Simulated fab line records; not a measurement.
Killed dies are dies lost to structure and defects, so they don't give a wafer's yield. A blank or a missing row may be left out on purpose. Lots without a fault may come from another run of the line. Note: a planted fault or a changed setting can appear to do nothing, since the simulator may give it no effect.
2 desks looking at one fault | flow n5 finfet | numbers are kept per desk, each desk with only its own; the story behind them comes last

## THE METROLOGY DESK
What the gauges read for every lot (on any tool): the sampled wafers with a number, averaged. The brackets show how far a lot's mean lies from the usual mean; more than 4 standard deviations puts the lot out of limits, marked OUT. It has 11 readings; the 7 that lie furthest out on some lot are the ones shown.
Columns: A = cd nm at N5_SD_EPI_P_CD_MEAS_09, usual 240.1 nm; B = DIBL_N at N5_BEOL_M4_RC_MEAS_101, usual 36.5 mV/V; C = DIBL_P at N5_BEOL_M4_RC_MEAS_101, usual 36.5 mV/V; D = IOFF_N at N5_BEOL_M4_RC_MEAS_101, usual 0.162 nA/um; E = ION_P at N5_BEOL_M4_RC_MEAS_101, usual 466 uA/um; F = SS_N at N5_BEOL_M4_RC_MEAS_101, usual 71.6 mV/dec; G = VT_P at N5_BEOL_M4_RC_MEAS_101, usual -249 mV
lot  | first seen here | A     | B    | C    | D     | E   | F    | G
L266 | day 3 19:15     | 239.7 | 36.3 | 36.6 | 0.152 | 465 | 71.4 | -252
L268 | day 4 04:14     | 240.5 | 36.8 | 39.3 | 0.195 | 469 | 71.4 | -247
L269 | day 4 12:44     | 239.9 | 36.0 | 37.5 | 0.160 | 472 | 72.2 | -245
L270 | day 4 17:49     | 241.6 | 35.2 | 35.5 | 0.145 | 464 | 71.7 | -252
L272 | day 5 08:04     | 241.6 | 35.7 | 35.9 | 0.150 | 462 | 71.4 | -251
L273 | day 5 12:47     | 240.9 | 38.0 | 36.9 | 0.176 | 464 | 71.7 | -250
L275 | day 6 00:26     | 240.2 | 36.4 | 36.0 | 0.174 | 457 | 71.8 | -253
L279 | day 7 03:39     | 240.7 | 35.6 | 35.1 | 0.143 | 461 | 71.6 | -252
L286 | day 10 03:59    | 240.1 | 35.2 | 34.6 | 0.167 | 476 | 71.4 | -244
Finding of this desk: none of the 9 lots has anything out of limits.

## TOOL OWNER'S DESK, litho track-01
The tool's own readings at N5_SD_EPI_P_DEVELOP_08 (develop time 30 s): means of the sampled wafers that have a number, for each lot that ran on this tool. The brackets show how far a lot's mean lies from the usual mean; more than 4 standard deviations puts the lot out of limits, marked OUT.
Columns: A = exhaust pa at N5_SD_EPI_P_DEVELOP_08, usual 45.2 Pa
lot  | first seen here | A
L266 | day 3 19:11     | 44.5
L268 | day 4 04:10     | 46.1
L269 | day 4 12:41     | 45.3
L270 | day 4 17:45     | 45.5
L272 | day 5 08:01     | 44.9
Finding of this desk: none of the 5 lots has anything out of limits.

## ALL TOGETHER
Metrology desk: nothing out of limits seen.
The tool owner's desk saw nothing out of limits.

## WHAT WAS PUT IN BY THE SIMULATOR
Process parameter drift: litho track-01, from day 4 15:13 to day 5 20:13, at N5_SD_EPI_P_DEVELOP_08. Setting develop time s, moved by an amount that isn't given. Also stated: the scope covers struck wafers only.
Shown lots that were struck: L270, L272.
